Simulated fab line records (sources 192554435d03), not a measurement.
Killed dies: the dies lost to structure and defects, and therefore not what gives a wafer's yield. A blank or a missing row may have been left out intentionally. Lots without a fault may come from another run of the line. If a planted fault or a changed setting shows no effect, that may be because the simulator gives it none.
Matching of chambers | flow n5-finfet | pecvd-01 running N5_BEOL_M6_ILD_DEP_00: 3 sister chambers
The step deposits SiCOH lowk from DEMS/porogen, target thk 179.75 nm, time 33.4 s. 3 wafers are shown with their chamber, then 8 later ones without.

## WAFERS, EACH WITH ITS CHAMBER
wafer  | chamber | heater-power-w (W)
L627.5 | 1       | 376
L631.6 | 2       | 265
L632.3 | 0       | 355

## WAFERS MISSING THEIR CHAMBER
wafer  | heater-power-w (W)
L632.4 | 278
L632.5 | 290
L634.1 | 335
L634.2 | 353
L634.5 | 351
L647.2 | 251
L647.3 | 316
L647.4 | 330

## THE CHAMBER EACH PASSED THROUGH
wafer  | from the rows above          | in truth
L632.4 | 2                            | 2
L632.5 | can't be placed: 2 or 0      | 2
L634.1 | can't be placed: 0 or 1      | 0
L634.2 | can't be placed: 0 or 1      | 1
L634.5 | can't be placed: 0 or 1      | 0
L647.2 | 2                            | 2
L647.3 | can't be placed: 0 or 2 or 1 | 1
L647.4 | can't be placed: 0 or 1 or 2 | 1
Placed correctly: 2 of 8. Unplaceable from these rows: 6, with the true chamber sitting among the candidates in 6. 0 placed wrongly.
How it was worked out, from the rows above alone: a wafer's distance from a chamber is the root of the sum, over the readings, of the square of ((its reading less the chamber's mean) divided by the reading's scatter). The wafer belongs to the nearest chamber; if the next one is less than 2 further off, it can't be placed. The mean given for a chamber averages the wafers shown for that chamber. The scatter: root of mean squared gap, hidden wafer to nearest shown wafer, with one shown wafer a chamber.
